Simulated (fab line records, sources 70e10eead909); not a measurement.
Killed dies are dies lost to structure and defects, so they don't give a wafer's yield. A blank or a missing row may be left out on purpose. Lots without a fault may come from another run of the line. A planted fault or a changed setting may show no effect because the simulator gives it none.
fab line records | flow nand_harc
record lots=6 wafers=18 last_day=24
route steps=1159 shown P_CONTACT@217
lots that met no fault: from a run of the same line without faults
start_h: hours from the record's first day to the start of the lot's first wafer shown | wait_h: hours since the lot's step before | " the same as in the row above | L1.1+2: a row that stands for several wafers | - no value, or no start given | * or withheld: withheld | < > ~ a bound
route shown NAME@n: a module of which the file shows steps, and the number in the route of the first | usual: mean/standard deviation of fault-free wafers | same: alike in all rows | chamber/n: place in a boat | sites: the reading at each site | _std_site: their standard deviation | _edge_site: outer sites' mean less inner sites' | radius_mm: how far each site lies from the wafer's centre | mask NAME#n: copy n | behind: the tool/chamber that last shaped the wafer | hold: why the lot was held/for how many hours/how that ended | device: the transistor (n, p or np) that didn't switch | end of line: the same wafers' tests at the end of the route | a step without rows: its recipe alone | killed: dies lost to structure and defects at the first sort, not the wafer's yield | map: a wafer's dies, x killed, . not, _ none there
set.NAME: the setting as run; set.NAME@STEP: as run at that earlier step | model.NAME: the simulator's own value behind a step, which no gauge read
lots at some steps of the route; a table a step, a row a wafer
services: from which hour (start_h, from the record's first day; less than 0 if before it) a tool's chamber was out of use, for how many hours, and why
## steps
# step NHARC_P_CONTACT_DEP_30
# recipe target_thk_a=300 temp_c=400 target_thk_nm=30 flow_sccm=200 rf_w=450 material=SiNx
# usual heater_power_w=748/91
# columns lot.wafer tool chamber start_h wait_h heater_power_w
L361.1 pecvd-02 0 113.86 0.1 812
L361.5 " 2 " " 855
L361.6 " 0 " " 821
L367.3 pecvd-01 0 154.12 0.1 625
L367.1 " 1 " " 624
L367.6 " 2 " " 784
L368.3 pecvd-01 2 155.01 0.1 768
L368.1 " 1 " " 647
L368.4 " 0 " " 687
L373.3 pecvd-04 2 183.64 0.1 716
L373.2 " 0 " " 664
L373.5 " 2 " " 723
L380.2 pecvd-04 2 223.26 0.2 847
L380.6 " 1 " " 854
L380.4 " 2 " " 880
L381.1 pecvd-04 0 235.65 0.1 773
L381.6 " 2 " " 762
L381.4 " 0 " " 760
# step NHARC_P_CONTACT_DEP_00
# recipe target_thk_a=5000 temp_c=400 pressure_torr=6.5 rf_w=900 teos_flow_sccm=161.4 flow_sccm=2650 target_thk_nm=500 gas=O2 material=SiO2
# usual heater_power_w=597/94 throttle_valve_pct=15.8/0.62
# columns lot.wafer tool chamber start_h wait_h heater_power_w throttle_valve_pct
L361.1 pecvd-02 0 - - 660 16.4
L361.5 " 2 " " 559 15.1
L361.6 " 0 " " 691 16.5
L367.3 pecvd-01 0 - - 567 15.8
L367.1 " 1 " " 425 16.1
L367.6 " 2 " " 604 16.3
L368.3 pecvd-01 2 - - 633 16.0
L368.1 " 1 " " 436 16.1
L368.4 " 0 " " 454 15.9
L373.3 pecvd-04 2 - - 547 15.7
L373.2 " 0 " " 532 16.8
L373.5 " 2 " " 555 15.6
L380.2 pecvd-04 2 - - 695 14.7
L380.6 " 1 " " 539 15.8
L380.4 " 2 " " 707 14.8
L381.1 pecvd-04 0 - - 622 16.2
L381.6 " 2 " " 685 14.8
L381.4 " 0 " " 649 16.2
# step NHARC_P_CONTACT_CMP_01
# recipe target_thk_nm=200 material=SiO2
# usual motor_current_A=11.5/1.4 retaining_ring_pressure_frac=0.999/0.0054 slurry_flow_ml_min=150.1/0.45
# columns lot.wafer tool chamber start_h wait_h motor_current_A retaining_ring_pressure_frac slurry_flow_ml_min
L361.1 cmp-04 3 114.56 - 10.5 0.990 150.2
L361.5 " 2 " " 11.5 1.001 150.6
L361.6 " 3 " " 10.3 0.994 149.8
L367.1 cmp-04 1 154.79 - 10.9 1.011 150.0
L367.3 " 0 " " 12.7 0.995 150.0
L367.6 " 2 " " 11.0 1.000 150.3
L368.1 cmp-01 0 155.75 - 9.8 0.995 149.9
L368.3 " 1 " " 14.1 0.999 149.8
L368.4 " 2 " " 12.8 1.010 150.3
L373.2 cmp-02 1 184.37 - 12.6 0.997 149.6
L373.3 " 2 " " 9.9 1.002 150.2
L373.5 " 0 " " 12.4 0.987 150.0
L380.4 cmp-01 0 223.92 - 9.5 0.990 150.9
L380.2 " 1 " " 13.9 0.992 149.4
L380.6 " 3 " " 9.7 1.004 149.5
L381.4 cmp-02 3 236.37 - 12.3 1.003 149.9
L381.1 " 0 " " 12.1 0.998 150.1
L381.6 " 1 " " 13.8 1.007 150.4
# step NHARC_P_CONTACT_SRD_03
# step NHARC_P_CONTACT_DEHYDRATE_04
# recipe temp_c=150 time_s=120
# step NHARC_P_CONTACT_HMDS_05
# recipe time_s=30
# step NHARC_P_CONTACT_COAT_33
# recipe temp_c=260 time_s=75
# step NHARC_P_CONTACT_COAT_34
# recipe temp_c=225 time_s=65
# step NHARC_P_CONTACT_COAT_06
# recipe spin_rpm=1500 resist_thk_nm=90
# step NHARC_P_CONTACT_SOFTBAKE_07
# recipe temp_c=105 time_s=55
# step NHARC_P_CONTACT_EBR_08
# step NHARC_P_CONTACT_EXPOSE_09
# recipe na=1.35 target_cd_nm=90 dose_mj=81.26 mask_id=P_CA
# usual exposure_dose_mJ_cm2=81.19/0.082 focus_offset_nm=-0.1/0.51
# columns lot.wafer tool chamber start_h wait_h mask exposure_dose_mJ_cm2 focus_offset_nm
L361.1 arfi_scanner-02 0 115.22 - P_CA#0 81.17 -1.1
L361.5 " 0 " " P_CA#0 81.14 -0.9
L361.6 " 0 " " P_CA#0 81.10 0.5
L367.1 arfi_scanner-02 - 155.48 - P_CA#0 - -
L367.3 " - " " P_CA#0 - -
L367.6 " - " " P_CA#0 - -
L368.1 arfi_scanner-01 - 156.41 - P_CA#0 - -
L368.3 " - " " P_CA#0 - -
L368.4 " - " " P_CA#0 - -
L373.2 arfi_scanner-01 0 185.02 - P_CA#0 81.17 0.2
L373.3 " 0 " " P_CA#0 81.08 1.2
L373.5 " 0 " " P_CA#0 81.24 0.4
L380.2 arfi_scanner-01 0 224.59 - P_CA#0 81.15 -0.6
L380.4 " 0 " " P_CA#0 81.19 -0.6
L380.6 " 0 " " P_CA#0 81.18 -0.8
L381.1 arfi_scanner-02 0 237.03 - P_CA#0 81.13 0.1
L381.4 " 0 " " P_CA#0 81.06 -1.0
L381.6 " 0 " " P_CA#0 81.24 -0.4
# step NHARC_P_CONTACT_PEB_10
# recipe peb_temp_c=100 peb_time_s=65
## services
# columns tool chamber start_h hours kind
cmp-02 - 90.15 1.0 repair
arfi_scanner-01 - 100.71 2.0 repair
cmp-01 - 102.77 20.4 repair
cmp-04 - 105.07 4.0 pm
cmp-02 - 108.20 3.4 repair
cmp-04 - 117.29 0.8 repair
cmp-02 - 128.59 4.0 pm
arfi_scanner-01 - 144.35 1.7 repair
cmp-04 - 148.06 2.4 repair
arfi_scanner-01 - 149.28 1.3 repair
pecvd-02 - 153.06 13.0 pm
cmp-01 - 159.67 0.3 repair
cmp-02 - 167.30 0.9 repair
cmp-04 - 171.01 5.5 repair
arfi_scanner-02 - 173.27 10.3 repair
cmp-01 - 179.53 4.0 pm
pecvd-04 - 195.32 13.0 pm
arfi_scanner-01 - 196.99 4.0 pm
pecvd-01 2 199.83 7.0 repair
cmp-01 - 202.59 3.6 repair
cmp-04 - 203.07 4.0 pm
arfi_scanner-01 - 210.56 1.2 repair
pecvd-01 1 213.77 15.4 repair
cmp-02 - 226.59 4.0 pm
## key
first_sign step=NHARC_P_CONTACT_EXPOSE_09 reading=tool_record direction=missing
effect none on later readings
met_at NHARC_P_CONTACT_EXPOSE_09
struck_wafers L367.1,L367.3,L367.6,L368.1,L368.3,L368.4
later_rows_left_out L367.1,L367.3,L367.6,L368.1,L368.3,L368.4
sort_left_out L367.1,L367.3,L367.6,L368.1,L368.3,L368.4
tester_left_out L367,L368
onset_between 115.22 155.48
fault kind=skipped_step_whole tool=arfi_scanner-01,arfi_scanner-02 chamber=- onset_h=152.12 steps=NHARC_P_CONTACT_EXPOSE_09 scope=struck_lots_only
# tester_left_out: of these lots the tester's yield and bins aren't shown, on N5 and GAA mostly nor the transistor test; their killed dies are dies lost to structure and defects alone, not to doping, threshold or leakage, so they don't give the yield
# sort_left_out: the simulated sort isn't trusted on such a fault, so these wafers' sort isn't shown, and their yield isn't known
# later_rows_left_out: the simulator's readings of these wafers behind a module that went badly wrong aren't trusted and aren't shown, but for the sort
